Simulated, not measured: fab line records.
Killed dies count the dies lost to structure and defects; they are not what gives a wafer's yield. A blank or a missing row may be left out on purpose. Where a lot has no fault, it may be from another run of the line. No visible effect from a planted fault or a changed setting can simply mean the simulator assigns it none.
Matching of chambers    flow n5 finfet    N5_BEOL_M5_ETCH_62 on rie diel-03: 4 sister chambers
The step etches SOC in N2/H2, target depth 75 nm, overetch 15 nm, time 112.5 s. 4 wafers are shown with their chamber, then 10 later ones without.

## WAFERS, EACH WITH ITS CHAMBER
wafer   chamber  showerhead plenum p Torr (Torr)
L085.3  0        2.35
L090.3  1        2.52
L092.1  3        2.43
L092.3  2        2.63

## WAFERS WITH NO CHAMBER GIVEN
wafer   showerhead plenum p Torr (Torr)
L092.6  2.42
L093.1  2.63
L093.3  2.52
L093.6  2.63
L095.1  2.42
L095.2  2.52
L095.5  2.42
L096.1  2.52
L096.3  2.34
L096.4  2.42

## CHAMBER TAKEN BY EACH
wafer   from the rows above  in truth
L092.6  3                    3
L093.1  2                    2
L093.3  1                    1
L093.6  2                    2
L095.1  3                    3
L095.2  1                    1
L095.5  3                    3
L096.1  1                    1
L096.3  0                    0
L096.4  3                    3
10 of 10 placed correctly. From these rows, 0 cannot be placed. 0 placed wrongly.
How it was worked out, from the rows above alone: a wafer's distance from a chamber is the root of the sum, over the readings, of the square of ((its reading less the chamber's mean) divided by the reading's scatter). If the next closest chamber is less than 2 further off than the closest, the wafer can't be placed; otherwise it belongs to the closest. The mean given for a chamber averages the wafers shown for that chamber. The scatter (one wafer shown for each chamber): square how far every hidden wafer sits from the nearest shown wafer, average those squares and take the square root.
